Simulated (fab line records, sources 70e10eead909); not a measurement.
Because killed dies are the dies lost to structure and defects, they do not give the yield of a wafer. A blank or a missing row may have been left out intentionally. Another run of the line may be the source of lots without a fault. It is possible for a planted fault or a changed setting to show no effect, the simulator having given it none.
Tool commonality check + flow nand_harc + Sample size 12 lots and 36 wafers

WHY THIS WAS OPENED
On 1 of the 12 lots, a flag is raised at NHARC_P_ZERO_WELL_CD_MEAS_37 on the reading cd_nm. Wafers without a fault read 719.5 nm, standard deviation 1.3.
Rule: a lot is flagged when every wafer of it that has a number lies more than 4 standard deviations from that mean, or none has a number. As for the other lots, they are considered sound.

| lot  | measured    | on        | cd_nm (nm), wafer by wafer | flag    |
|------|-------------|-----------|----------------------------|---------|
| L633 | day 1 22:06 | cd_sem-03 | 719.3 720.2 718.3          |         |
| L634 | day 2 04:14 | cd_sem-02 | 722.4 719.3 720.0          |         |
| L637 | day 2 22:10 | cd_sem-03 | 718.2 720.3 719.3          |         |
| L639 | day 3 10:12 | cd_sem-01 | 776.2 775.7 777.5          | FLAGGED |
| L640 | day 3 16:01 | cd_sem-03 | 719.8 719.1 718.9          |         |
| L647 | day 5 10:05 | cd_sem-02 | 720.3 721.1 718.3          |         |
| L648 | day 5 16:13 | cd_sem-02 | 720.6 719.6 719.0          |         |
| L649 | day 5 22:13 | cd_sem-02 | 718.7 717.1 718.2          |         |
| L650 | day 6 04:08 | cd_sem-03 | 719.8 718.7 719.6          |         |
| L652 | day 6 16:35 | cd_sem-02 | 720.0 720.4 721.6          |         |
| L653 | day 6 22:10 | cd_sem-02 | 721.0 720.2 717.6          |         |
| L655 | day 7 10:16 | cd_sem-01 | 720.1 720.8 719.9          |         |
The numbers of the flagged lots are 776.5 nm on average: +57.0 nm against the usual, or +44 standard deviations.

LOT BY LOT: THE TOOL USED
The record keeps 1 process step preceding the reading, out of 1159 steps on the route. Read each cell as the tool, then ch plus the chambers that the sampled wafers visited, then the start.
| lot  | flag    | NHARC_P_ZERO_WELL_EXPOSE_34      |
|------|---------|----------------------------------|
| L633 |         | krf_scanner-01 ch 0, day 1 21:57 |
| L634 |         | krf_scanner-02 ch 0, day 2 04:05 |
| L637 |         | krf_scanner-01 ch 0, day 2 22:01 |
| L639 | FLAGGED | krf_scanner-02 ch 0, day 3 10:03 |
| L640 |         | krf_scanner-02 ch 0, day 3 15:51 |
| L647 |         | krf_scanner-02 ch 0, day 5 09:56 |
| L648 |         | krf_scanner-02 ch 0, day 5 16:04 |
| L649 |         | krf_scanner-02 ch 0, day 5 22:04 |
| L650 |         | krf_scanner-01 ch 0, day 6 03:59 |
| L652 |         | krf_scanner-02 ch 0, day 6 16:26 |
| L653 |         | krf_scanner-02 ch 0, day 6 22:01 |
| L655 |         | krf_scanner-04 ch 0, day 7 10:07 |
These steps, and what they do:
- NHARC_P_ZERO_WELL_EXPOSE_34: exposes mask P PWELL, target cd 720 nm.
- NHARC_P_ZERO_WELL_CD_MEAS_37: target cd 720 nm.

FLAGGED AGAINST TOTAL, ONE TOOL AT A TIME (gauges that did the reading follow at the end)
| step                         | tool           | lots run | flagged | share of the flagged lots | sound lots run after its first flagged lot |
|------------------------------|----------------|----------|---------|---------------------------|--------------------------------------------|
| NHARC_P_ZERO_WELL_EXPOSE_34  | krf_scanner-01 | 3        | 0       | none                      | -                                          |
| NHARC_P_ZERO_WELL_EXPOSE_34  | krf_scanner-02 | 8        | 1       | all                       | 6 (L640,L647,L648,L649,L652,L653)          |
| NHARC_P_ZERO_WELL_EXPOSE_34  | krf_scanner-04 | 1        | 0       | none                      | -                                          |
| NHARC_P_ZERO_WELL_CD_MEAS_37 | cd_sem-01      | 2        | 1       | all                       | 1 (L655)                                   |
| NHARC_P_ZERO_WELL_CD_MEAS_37 | cd_sem-02      | 6        | 0       | none                      | -                                          |
| NHARC_P_ZERO_WELL_CD_MEAS_37 | cd_sem-03      | 4        | 0       | none                      | -                                          |

THE TABLE: WHAT IT ALLOWS
krf_scanner-02 at NHARC_P_ZERO_WELL_EXPOSE_34 and cd_sem-01 at NHARC_P_ZERO_WELL_CD_MEAS_37 are the 2 rows of the table that ran each flagged lot.
- krf_scanner-02 at NHARC_P_ZERO_WELL_EXPOSE_34 ran 8 lots, 1 of them flagged. Lots that were sound ran on it after the first flagged one (L640, L647, L648, L649, L652, L653); a persistent fault on the entire tool would not allow that.
- cd_sem-01 at NHARC_P_ZERO_WELL_CD_MEAS_37 ran 2 lots, 1 of them flagged. Lots that were sound ran on it after the first flagged one (L655); a persistent fault on the entire tool would not allow that.
None of the table's rows ran every flagged lot and, after the first, no sound lot.

WHAT THE SIMULATOR HAD PUT IN
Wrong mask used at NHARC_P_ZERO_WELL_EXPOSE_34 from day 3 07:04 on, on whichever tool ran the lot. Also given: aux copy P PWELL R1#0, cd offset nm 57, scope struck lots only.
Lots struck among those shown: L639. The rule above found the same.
